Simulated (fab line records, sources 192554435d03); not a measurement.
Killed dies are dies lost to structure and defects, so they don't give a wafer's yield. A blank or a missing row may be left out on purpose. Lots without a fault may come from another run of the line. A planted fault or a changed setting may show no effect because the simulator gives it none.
fab line records | flow n5_finfet
record lots=7 wafers=39
route steps=1938 shown FIN_SAQP@96 STI_FIN_REVEAL@200 HKMG_FIN@449 GATE_CUT@467 BEOL_M0@738 BEOL_M1@835 BEOL_M3@977 BEOL_M8@1392 BEOL_M11@1536 BEOL_M15@1795 PASSIVATION@1936
start_h: hours from the record's first day to the start of the lot's first wafer shown | wait_h: hours since the lot's step before | " the same as in the row above | L1.1+2: a row that stands for several wafers | - no value, or no start given | * or withheld: withheld | < > ~ a bound
route shown NAME@n: a module of which the file shows steps, and the number in the route of the first | usual: mean/standard deviation of fault-free wafers | same: alike in all rows | chamber/n: place in a boat | sites: the reading at each site | _std_site: their standard deviation | _edge_site: outer sites' mean less inner sites' | radius_mm: how far each site lies from the wafer's centre | mask NAME#n: copy n | behind: the tool/chamber that last shaped the wafer | hold: why the lot was held/for how many hours/how that ended | device: the transistor (n, p or np) that didn't switch | end of line: the same wafers' tests at the end of the route | a step without rows: its recipe alone | killed: dies lost to structure and defects at the first sort, not the wafer's yield | map: a wafer's dies, x killed, . not, _ none there
set.NAME: the setting as run; set.NAME@STEP: as run at that earlier step | model.NAME: the simulator's own value behind a step, which no gauge read
lots whose settings were changed on purpose; a table a step, a row a wafer
## steps
# step N5_FIN_SAQP_HM_DEP_03
# recipe material=SiNx target_thk_a=380 temp_c=400 precursor=SiH4/NH3/N2 pressure_torr=1.5 rf_w=300 time_s=33.6
# step N5_STI_FIN_REVEAL_OXIDATION_31
# recipe chemistry=O2_PLASMA_REMOTE temp_c=150 time_s=20 pressure_mtorr=1000 source_power_w=2000 o2_flow_sccm=3000
# step N5_HKMG_FIN_ALD_71
# recipe material=TiN target_thk_a=10 temp_c=400 ald_precursor_family=TiCl4 ald_co_reactant=NH3 pulse_time_s=1 purge_time_s=3 co_reactant_purge_time_s=2 co_reactant_pulse_time_s=2 ald_cycles=47 pressure_torr=3
# step N5_GATE_CUT_ETCHBACK_30
# recipe chemistry=Cl2/Ar target=TiN target_depth_a=30 mode=isotropic pressure_mtorr=10 icp_w=600 bias_w=60 Cl2_flow_sccm=40 Ar_flow_sccm=60
# step N5_BEOL_M0_SPUTTER_134
# recipe material=Cu target_thk_a=40 temp_c=-20 chamber_pressure_pa=0.07 power_w=withheld time_s=7.37
# step N5_BEOL_M1_PRE_CLEAN_60
# recipe gas=NH3/H2 time_s=15 temp_c=* rf_power_w=300
# step N5_BEOL_M3_VIA_ETCH_34
# recipe chemistry=C4F6/O2 target_depth_a=694 mask_material=SOC pressure_mtorr=15 ion_energy_ev=250 taper_deg=4 time_s=65.9 source_w=350 bias_w=170 Ar_flow_sccm=300 C4F6_flow_sccm=10 O2_flow_sccm=10
# step N5_BEOL_M8_SPUTTER_48
# recipe material=Cu target_thk_a=100 temp_c=-20 bias_v=60 power_w=26000 chamber_pressure_pa=0.13 time_s=1.667
# step N5_BEOL_M11_ILD_DEP_00
# recipe material=SiCOH_lowk target_thk_a=3085.1 temp_c=300 precursor=DEMS/porogen pressure_torr=5 rf_w=500 time_s=58
# step N5_BEOL_M15_ETCH_57
# recipe chemistry=N2/H2 target=SOC source_w=3000 bias_w=350 time_s=750 ion_energy_ev=200 pressure_mtorr=30 n2_flow_sccm=200 h2_flow_sccm=200
# step N5_BEOL_M15_DEP_53
# recipe material=SiCN target_thk_a=500 temp_c=withheld precursor=3MS/NH3 pressure_torr=3 rf_w=675 time_s=17.8
# step N5_PASSIVATION_PROBE_49
# usual sort_bin_5_function=5.0/0.97
# columns lot.wafer tool chamber start_h wait_h set.time_s@FIN_SAQP_HM_DEP_03 set.time_s@STI_FIN_REVEAL_OXIDATION_31 set.ald_cycles@HKMG_FIN_ALD_71 set.target_depth_a@GATE_CUT_ETCHBACK_30 set.time_s@BEOL_M0_SPUTTER_134 set.time_s@BEOL_M1_PRE_CLEAN_60 set.target_depth_a@BEOL_M3_VIA_ETCH_34 set.target_thk_a@BEOL_M8_SPUTTER_48 set.target_thk_a@BEOL_M11_ILD_DEP_00 set.time_s@BEOL_M15_ETCH_57 set.time_s@BEOL_M15_DEP_53 sort_bin_5_function[%]
L075.1 prober-02 - 302.29 0.0 14.88 20 33 47.34 7.37 15 694 100 3085.1 387.2 17.8 4.8
L075.2 prober-02 - 302.34 0.1 14.88 8.788 47 47.34 7.37 11.4 694 100 4330 750 17.8 95.1
L075.3 prober-02 - 302.39 0.1 14.88 20 47 30 3.051 15 694 119.8 4330 750 17.8 95.9
L075.4 prober-02 - 302.44 0.2 33.6 8.788 33 30 3.051 15 694 100 3085.1 387.2 13.9 5.1
L075.5 prober-02 - 302.49 0.2 33.6 20 33 30 7.37 11.4 694 119.8 4330 387.2 13.9 95.2
L075.6 prober-02 - 302.54 0.3 33.6 8.788 47 47.34 3.051 11.4 694 119.8 3085.1 750 13.9 6.9
L078.1 prober-02 - 306.55 0.0 27.27 20 37 30 7.37 18.99 694 148.4 3085.1 344.9 26.09 6.5
L078.2 prober-02 - 306.60 0.1 33.6 15.15 47 38.84 7.37 18.99 694 100 3085.1 750 26.09 6.0
L078.3 prober-02 - 306.65 0.1 33.6 15.15 37 30 7.37 15 476.9 100 3085.1 344.9 26.09 5.8
L078.4 prober-02 - 306.70 0.2 27.27 20 47 30 7.37 18.99 476.9 148.4 3085.1 344.9 17.8 4.9
L078.5 prober-02 - 306.75 0.2 27.27 15.15 37 38.84 7.37 15 476.9 148.4 3085.1 750 17.8 5.7
L078.6 prober-02 - 306.80 0.3 33.6 20 47 38.84 7.37 15 694 100 3085.1 750 17.8 4.0
L080.1 prober-02 - 321.84 0.0 33.6 20 33 44.23 7.37 15 694 81.25 3085.1 750 17.8 6.0
L080.2 prober-02 - 321.89 0.1 33.6 20 33 30 7.37 15 495.2 100 3085.1 750 17.8 4.7
L080.3 prober-02 - 321.94 0.1 33.6 20 47 44.23 7.37 15 694 100 3085.1 556.6 17.8 5.0
L080.4 prober-02 - 321.99 0.2 14.09 20 33 30 7.37 15 495.2 100 3085.1 556.6 17.8 6.8
L080.5 prober-02 - 322.04 0.2 14.09 20 47 30 7.37 15 694 81.25 3085.1 556.6 17.8 5.4
L080.6 prober-02 - 322.09 0.3 14.09 20 47 44.23 7.37 15 495.2 81.25 3085.1 750 17.8 4.7
L084.2 prober-01 - 333.92 0.1 33.6 20 47 30 7.37 15 694 100 3085.1 750 17.8 4.8
L084.4 prober-01 - 334.02 0.2 33.6 20 47 30 7.37 15 694 100 3085.1 750 17.8 3.4
L084.6 prober-01 - 334.12 0.3 33.6 20 47 30 7.37 15 694 100 3085.1 750 17.8 4.4
L088.1 prober-02 - 386.45 0.0 33.6 20 47 30 7.37 15 694 100 3085.1 750 17.8 6.6
L088.2 prober-02 - 386.50 0.1 46.92 20 47 40.38 11.08 11.24 694 100 2615 908.7 11.42 5.3
L088.3 prober-02 - 386.55 0.1 33.6 31.99 47 30 11.08 15 903 100 3085.1 750 11.42 5.4
L088.4 prober-02 - 386.60 0.2 46.92 31.99 47 40.38 7.37 15 694 129.7 3085.1 908.7 11.42 5.1
L088.5 prober-02 - 386.65 0.2 33.6 20 47 40.38 7.37 11.24 903 129.7 2615 750 17.8 4.7
L088.6 prober-02 - 386.70 0.3 46.92 31.99 47 30 11.08 11.24 903 129.7 2615 908.7 17.8 4.2
L096.1 prober-02 - 425.50 0.0 33.6 20 47 30 6.098 18.33 694 100 1935 750 28.45 4.6
L096.2 prober-02 - 425.55 0.1 33.6 20 47 30 7.37 15 694 100 3085.1 750 28.45 4.7
L096.3 prober-02 - 425.60 0.1 33.6 20 47 34.81 6.098 15 694 100 1935 750 17.8 5.2
L096.4 prober-02 - 425.65 0.2 33.6 20 47 30 7.37 18.33 694 100 1935 503.1 17.8 4.9
L096.5 prober-02 - 425.70 0.2 33.6 20 47 34.81 7.37 18.33 694 100 3085.1 503.1 17.8 4.6
L096.6 prober-02 - 425.75 0.3 33.6 20 47 34.81 6.098 15 694 100 3085.1 503.1 28.45 4.1
L097.1 prober-01 - 429.95 0.0 18.63 20 33 30 7.37 8.436 694 66.28 3085.1 750 17.8 8.0
L097.2 prober-01 - 430.00 0.1 33.6 9.442 47 30 7.37 8.436 694 100 4710 750 17.8 95.9
L097.3 prober-01 - 430.05 0.1 18.63 9.442 47 12.14 7.37 15 694 100 3085.1 750 17.8 5.2
L097.4 prober-01 - 430.10 0.2 33.6 20 47 12.14 7.37 15 694 66.28 4710 750 17.8 95.8
L097.5 prober-01 - 430.15 0.2 18.63 20 33 30 7.37 15 694 100 4710 750 17.8 95.7
L097.6 prober-01 - 430.20 0.3 33.6 9.442 33 12.14 7.37 8.436 694 66.28 3085.1 750 17.8 5.8
# killed by level:class
L075.1 MOL_CONTACT_COAG:geometric_particle:open=12 BEOL_M0_SAQP:geometric_particle:short=9 FIN_SAQP:geometric_particle:open=7 STI_FIN_REVEAL:geometric_particle:open=7 MOL_CONTACT_COAG:geometric_particle:short=7 BEOL_M0_SAQP:geometric_particle:open=6 SPACER0:geometric_particle:open=5 BEOL_M2:geometric_particle:open=4
L075.2 BEOL_M11:area_etch=1043 FIN_SAQP:geometric_particle:open=22 FIN_SAQP:geometric_particle:short=19 MOL_CONTACT_COAG:geometric_particle:open=13 BEOL_M0_SAQP:geometric_particle:open=8 BEOL_M4:geometric_particle:open=7 MOL_CONTACT_COAG:geometric_particle:short=6 PAD_METAL:geometric_particle:open=6
L075.3 BEOL_M11:area_etch=1067 MOL_CONTACT_COAG:geometric_particle:open=18 FIN_SAQP:geometric_particle:open=9 BEOL_M0:interface_void_opened=9 BEOL_M3:geometric_particle:open=6 BEOL_M0_SAQP:geometric_particle:short=5 FIN_SAQP:geometric_particle:short=4 STI_FIN_REVEAL:geometric_particle:open=4
L075.4 MOL_CONTACT_COAG:geometric_particle:open=14 FIN_SAQP:geometric_particle:open=8 STI_FIN_REVEAL:geometric_particle:open=8 BEOL_M0:interface_void_opened=8 FIN_SAQP:geometric_particle:short=7 GATE_CUT:geometric_particle:short=6 BEOL_M0_SAQP:geometric_particle:short=6 SPACER0:geometric_particle:short=5
L075.5 BEOL_M11:area_etch=1036 BEOL_M0_SAQP:geometric_particle:short=26 MOL_CONTACT_COAG:geometric_particle:open=19 BEOL_M0_SAQP:geometric_particle:open=16 BEOL_M3:geometric_particle:short=7 FIN_SAQP:geometric_particle:short=6 FIN_SAQP:geometric_particle:open=6 DUMMY_GATE:geometric_particle:open=5
L075.6 DUMMY_GATE:geometric_particle:open=12 MOL_CONTACT_COAG:geometric_particle:open=11 BEOL_M0:interface_void_opened=10 BEOL_M0_SAQP:geometric_particle:short=9 FIN_SAQP:geometric_particle:open=8 FIN_SAQP:geometric_particle:short=6 BEOL_M3:geometric_particle:open=5 BEOL_M0_SAQP:geometric_particle:open=5
L078.1 BEOL_M1:geometric_particle:open=12 STI_FIN_REVEAL:geometric_particle:open=11 MOL_CONTACT_COAG:geometric_particle:open=11 BEOL_M2:geometric_particle:open=10 FIN_SAQP:geometric_particle:open=8 BEOL_M2:geometric_particle:short=8 FIN_SAQP:geometric_particle:short=6 BEOL_M0_SAQP:geometric_particle:open=5
L078.2 BEOL_M3:geometric_particle:open=10 STI_FIN_REVEAL:geometric_particle:open=9 MOL_CONTACT_COAG:geometric_particle:open=9 BEOL_M2:geometric_particle:open=9 BEOL_M0_SAQP:geometric_particle:open=7 BEOL_M3:geometric_particle:short=7 MOL_CONTACT_COAG:geometric_particle:short=6 BEOL_M0_SAQP:geometric_particle:short=6
L078.3 MOL_CONTACT_COAG:geometric_particle:open=12 FIN_SAQP:geometric_particle:open=11 STI_FIN_REVEAL:geometric_particle:open=11 BEOL_M2:geometric_particle:open=10 BEOL_M0_SAQP:geometric_particle:short=7 BEOL_M0_SAQP:geometric_particle:open=7 BEOL_M6:geometric_particle:open=5 ILD0:geometric_particle:short=4
L078.4 FIN_SAQP:geometric_particle:short=14 MOL_CONTACT_COAG:geometric_particle:open=13 BEOL_M2:geometric_particle:open=11 BEOL_M0_SAQP:geometric_particle:short=10 STI_FIN_REVEAL:geometric_particle:open=7 FIN_SAQP:geometric_particle:open=6 BEOL_M0_SAQP:geometric_particle:open=6 ILD0:geometric_particle:short=4
L078.5 FIN_SAQP:geometric_particle:open=20 FIN_SAQP:geometric_particle:short=9 BEOL_M1:geometric_particle:open=9 BEOL_M2:geometric_particle:open=8 BEOL_M0_SAQP:geometric_particle:short=6 BEOL_M3:geometric_particle:open=6 DUMMY_GATE:geometric_particle:open=4 GATE_CUT:geometric_particle:open=4
L078.6 MOL_CONTACT_COAG:geometric_particle:open=13 MOL_CONTACT_COAG:geometric_particle:short=7 BEOL_M2:geometric_particle:open=6 BEOL_M0:geometric_particle:short=5 STI_FIN_REVEAL:geometric_particle:open=4 BEOL_M0_SAQP:geometric_particle:open=4 BEOL_M2:geometric_particle:short=4 BEOL_M0_SAQP:geometric_particle:short=3
L080.1 BEOL_M0_SAQP:geometric_particle:short=18 BEOL_M0_SAQP:geometric_particle:open=18 MOL_CONTACT_COAG:geometric_particle:open=13 DUMMY_GATE:geometric_particle:open=7 BEOL_M1:geometric_particle:open=7 HKMG_FIN:area_etch=7 BEOL_M4:geometric_particle:open=6 FIN_SAQP:geometric_particle:open=4
L080.2 MOL_CONTACT_COAG:geometric_particle:open=16 BEOL_M0_SAQP:geometric_particle:open=14 BEOL_M0_SAQP:geometric_particle:short=11 BEOL_M1:geometric_particle:open=7 MOL_CONTACT_COAG:geometric_particle:short=5 STARTING-WAFER:geometric_particle:short=5 FIN_SAQP:geometric_particle:open=4 BEOL_M3:geometric_particle:open=4
L080.3 BEOL_M0_SAQP:geometric_particle:open=12 BEOL_M0_SAQP:geometric_particle:short=12 DUMMY_GATE:geometric_particle:open=9 MOL_CONTACT_COAG:geometric_particle:open=9 FIN_SAQP:geometric_particle:short=7 FIN_SAQP:geometric_particle:open=4 STI_FIN_REVEAL:geometric_particle:open=3 BEOL_M0:geometric_particle:short=3
L080.4 BEOL_M0_SAQP:geometric_particle:open=16 MOL_CONTACT_COAG:geometric_particle:open=13 FIN_SAQP:geometric_particle:open=10 BEOL_M0_SAQP:geometric_particle:short=10 BEOL_M1:geometric_particle:open=9 DUMMY_GATE:geometric_particle:open=6 BEOL_M0:geometric_particle:short=6 BEOL_M3:geometric_particle:open=6
L080.5 MOL_CONTACT_COAG:geometric_particle:open=11 BEOL_M0_SAQP:geometric_particle:short=11 BEOL_M2:geometric_particle:open=10 DUMMY_GATE:geometric_particle:open=9 BEOL_M0_SAQP:geometric_particle:open=8 MOL_CONTACT_COAG:geometric_particle:short=7 BEOL_M1:geometric_particle:open=7 BEOL_M4:geometric_particle:open=7
L080.6 MOL_CONTACT_COAG:geometric_particle:open=16 BEOL_M0_SAQP:geometric_particle:short=14 BEOL_M0_SAQP:geometric_particle:open=10 BEOL_M1:geometric_particle:open=9 DUMMY_GATE:geometric_particle:open=7 STI_FIN_REVEAL:geometric_particle:open=6 FIN_SAQP:geometric_particle:open=5 FIN_CUT:geometric_particle:open=5
L084.2 MOL_CONTACT_COAG:geometric_particle:open=13 BEOL_M1:geometric_particle:open=13 BEOL_M0_SAQP:geometric_particle:short=9 BEOL_M0_SAQP:geometric_particle:open=7 BEOL_M3:geometric_particle:open=7 BEOL_M3:geometric_particle:short=5 FIN_SAQP:geometric_particle:open=4 GATE_CUT:geometric_particle:short=3
L084.4 MOL_CONTACT_COAG:geometric_particle:open=10 BEOL_M3:geometric_particle:short=10 HKMG_FIN:area_etch=9 BEOL_M3:geometric_particle:open=7 BEOL_M0_SAQP:geometric_particle:open=5 FIN_SAQP:geometric_particle:short=4 BEOL_M5:geometric_particle:open=4 BEOL_M2:geometric_particle:open=3
L084.6 BEOL_M3:geometric_particle:open=19 BEOL_M3:geometric_particle:short=8 MOL_CONTACT_COAG:geometric_particle:open=6 STARTING-WAFER:geometric_particle:short=6 BEOL_M0_SAQP:geometric_particle:short=5 BEOL_M1:geometric_particle:open=5 FIN_SAQP:geometric_particle:open=4 FIN_SAQP:geometric_particle:short=3
L088.1 BEOL_M0_SAQP:geometric_particle:short=16 BEOL_M2:geometric_particle:open=14 BEOL_M4:geometric_particle:open=14 BEOL_M0_SAQP:geometric_particle:open=12 FIN_SAQP:geometric_particle:short=9 FIN_SAQP:geometric_particle:open=6 ILD0:geometric_particle:open=5 BEOL_M4:geometric_particle:short=5
L088.2 FIN_SAQP:geometric_particle:open=11 BEOL_M2:geometric_particle:open=11 MOL_CONTACT_COAG:geometric_particle:open=9 FIN_SAQP:geometric_particle:short=8 BEOL_M0_SAQP:geometric_particle:open=8 BEOL_M3:geometric_particle:open=8 BEOL_M4:geometric_particle:open=7 BEOL_M0_SAQP:geometric_particle:short=5
L088.3 BEOL_M4:geometric_particle:open=14 BEOL_M2:geometric_particle:open=11 MOL_CONTACT_COAG:geometric_particle:open=10 BEOL_M0_SAQP:geometric_particle:short=10 BEOL_M0_SAQP:geometric_particle:open=9 BEOL_M1:geometric_particle:open=6 GATE_CUT:geometric_particle:open=4 BEOL_M2:geometric_particle:short=4
L088.4 BEOL_M2:geometric_particle:open=19 BEOL_M0_SAQP:geometric_particle:short=12 BEOL_M0_SAQP:geometric_particle:open=7 BEOL_M5:geometric_particle:open=7 FIN_SAQP:geometric_particle:short=6 DUMMY_GATE:geometric_particle:open=5 GATE_CUT:geometric_particle:open=4 BEOL_M2:geometric_particle:short=4
L088.5 BEOL_M0_SAQP:geometric_particle:open=12 BEOL_M0_SAQP:geometric_particle:short=11 BEOL_M2:geometric_particle:open=11 DUMMY_GATE:geometric_particle:open=9 FIN_SAQP:geometric_particle:open=7 BEOL_M4:geometric_particle:open=7 FIN_SAQP:geometric_particle:short=6 MOL_CONTACT_COAG:geometric_particle:open=5
L088.6 BEOL_M2:geometric_particle:open=18 BEOL_M5:geometric_particle:open=7 BEOL_M0_SAQP:geometric_particle:short=5 BEOL_M0_SAQP:geometric_particle:open=4 BEOL_M4:geometric_particle:open=4 STARTING-WAFER:geometric_particle:open=4 HKMG_FIN:area_etch=4 GATE_CUT:geometric_particle:short=3
L096.1 BEOL_M11:area_dep=393 FIN_SAQP:geometric_particle:open=12 DUMMY_GATE:geometric_particle:open=9 BEOL_M0_SAQP:geometric_particle:open=7 BEOL_M3:geometric_particle:open=7 MOL_CONTACT_COAG:geometric_particle:open=5 BEOL_M0_SAQP:geometric_particle:short=5 BEOL_M2:geometric_particle:open=5
L096.2 BEOL_M3:geometric_particle:open=12 HKMG_FIN:area_etch=11 BEOL_M0_SAQP:geometric_particle:open=8 FIN_SAQP:geometric_particle:short=7 BEOL_M1:geometric_particle:open=6 FIN_SAQP:geometric_particle:open=5 BEOL_M2:geometric_particle:open=5 BEOL_M4:geometric_particle:open=5
L096.3 BEOL_M11:area_dep=299 FIN_SAQP:geometric_particle:short=13 BEOL_M0_SAQP:geometric_particle:open=11 BEOL_M0_SAQP:geometric_particle:short=9 FIN_SAQP:geometric_particle:open=8 DUMMY_GATE:geometric_particle:open=8 MOL_CONTACT_COAG:geometric_particle:open=6 BEOL_M3:geometric_particle:open=6
L096.4 BEOL_M11:area_dep=248 FIN_SAQP:geometric_particle:short=14 BEOL_M0_SAQP:geometric_particle:short=13 FIN_SAQP:geometric_particle:open=10 BEOL_M0_SAQP:geometric_particle:open=8 DUMMY_GATE:geometric_particle:open=6 BEOL_M6:geometric_particle:open=5 STI_FIN_REVEAL:geometric_particle:open=4
L096.5 FIN_SAQP:geometric_particle:open=8 BEOL_M1:geometric_particle:open=8 FIN_SAQP:geometric_particle:short=7 BEOL_M4:geometric_particle:open=7 BEOL_M0_SAQP:geometric_particle:short=6 BEOL_M3:geometric_particle:open=6 MOL_CONTACT_COAG:geometric_particle:open=5 BEOL_M0_SAQP:geometric_particle:open=5
L096.6 FIN_SAQP:geometric_particle:open=10 FIN_SAQP:geometric_particle:short=7 STI_FIN_REVEAL:geometric_particle:open=7 MOL_CONTACT_COAG:geometric_particle:open=7 BEOL_M0_SAQP:geometric_particle:short=6 BEOL_M0_SAQP:geometric_particle:open=6 DUMMY_GATE:geometric_particle:open=5 HKMG_FIN:area_etch=5
L097.1 BEOL_M8:interface_void_opened=26 BEOL_M2:geometric_particle:open=15 MOL_CONTACT_COAG:geometric_particle:open=13 FIN_SAQP:geometric_particle:open=12 FIN_SAQP:geometric_particle:short=10 STI_FIN_REVEAL:geometric_particle:open=9 BEOL_M1:geometric_particle:open=8 STARTING-WAFER:geometric_particle:open=6
L097.2 BEOL_M11:area_etch=1041 BEOL_M4:geometric_particle:open=19 MOL_CONTACT_COAG:geometric_particle:open=19 GATE_CUT:geometric_particle:open=12 FIN_SAQP:geometric_particle:open=10 FIN_SAQP:geometric_particle:short=8 STI_FIN_REVEAL:geometric_particle:open=8 GATE_CUT:geometric_particle:short=6
L097.3 BEOL_M4:geometric_particle:open=18 BEOL_M2:geometric_particle:open=8 FIN_SAQP:geometric_particle:open=7 BEOL_M3:geometric_particle:open=7 BEOL_M4:geometric_particle:short=5 FIN_SAQP:geometric_particle:short=4 MOL_CONTACT_COAG:geometric_particle:open=4 STI_FIN_REVEAL:geometric_particle:open=3
L097.4 BEOL_M11:area_etch=1053 BEOL_M8:interface_void_opened=23 STI_FIN_REVEAL:geometric_particle:open=20 MOL_CONTACT_COAG:geometric_particle:open=11 FIN_SAQP:geometric_particle:open=9 BEOL_M4:geometric_particle:open=6 GATE_CUT:geometric_particle:short=5 BEOL_M1:geometric_particle:open=5
L097.5 BEOL_M11:area_etch=1070 MOL_CONTACT_COAG:geometric_particle:open=16 FIN_SAQP:geometric_particle:short=11 FIN_SAQP:geometric_particle:open=10 BEOL_M3:geometric_particle:open=7 GATE_CUT:geometric_particle:open=5 GATE_CUT:geometric_particle:short=5 BEOL_M2:geometric_particle:open=5
L097.6 BEOL_M8:interface_void_opened=28 BEOL_M4:geometric_particle:open=11 FIN_SAQP:geometric_particle:open=10 MOL_CONTACT_COAG:geometric_particle:open=9 GATE_CUT:geometric_particle:short=7 MOL_CONTACT_COAG:geometric_particle:short=5 BEOL_M3:geometric_particle:open=5 FIN_SAQP:geometric_particle:short=4
## key
split step=N5_FIN_SAQP_HM_DEP_03 setting=time_s stated_as=33.6
response none clear
split step=N5_STI_FIN_REVEAL_OXIDATION_31 setting=time_s stated_as=20
response none clear
split step=N5_HKMG_FIN_ALD_71 setting=ald_cycles stated_as=47
response none clear
split step=N5_GATE_CUT_ETCHBACK_30 setting=target_depth_a stated_as=30
response none clear
split step=N5_BEOL_M0_SPUTTER_134 setting=time_s stated_as=7.37
response none clear
split step=N5_BEOL_M1_PRE_CLEAN_60 setting=time_s stated_as=15
response none clear
split step=N5_BEOL_M3_VIA_ETCH_34 setting=target_depth_a stated_as=694
response none clear
split step=N5_BEOL_M8_SPUTTER_48 setting=target_thk_a stated_as=100
response none clear
split step=N5_BEOL_M11_ILD_DEP_00 setting=target_thk_a stated_as=3085.1
response step=N5_PASSIVATION_PROBE_49 reading=sort_bin_5_function slope=+1.33 per=1% together_with=all explained=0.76
split step=N5_BEOL_M15_ETCH_57 setting=time_s stated_as=750
response none clear
split step=N5_BEOL_M15_DEP_53 setting=time_s stated_as=17.8
response none clear
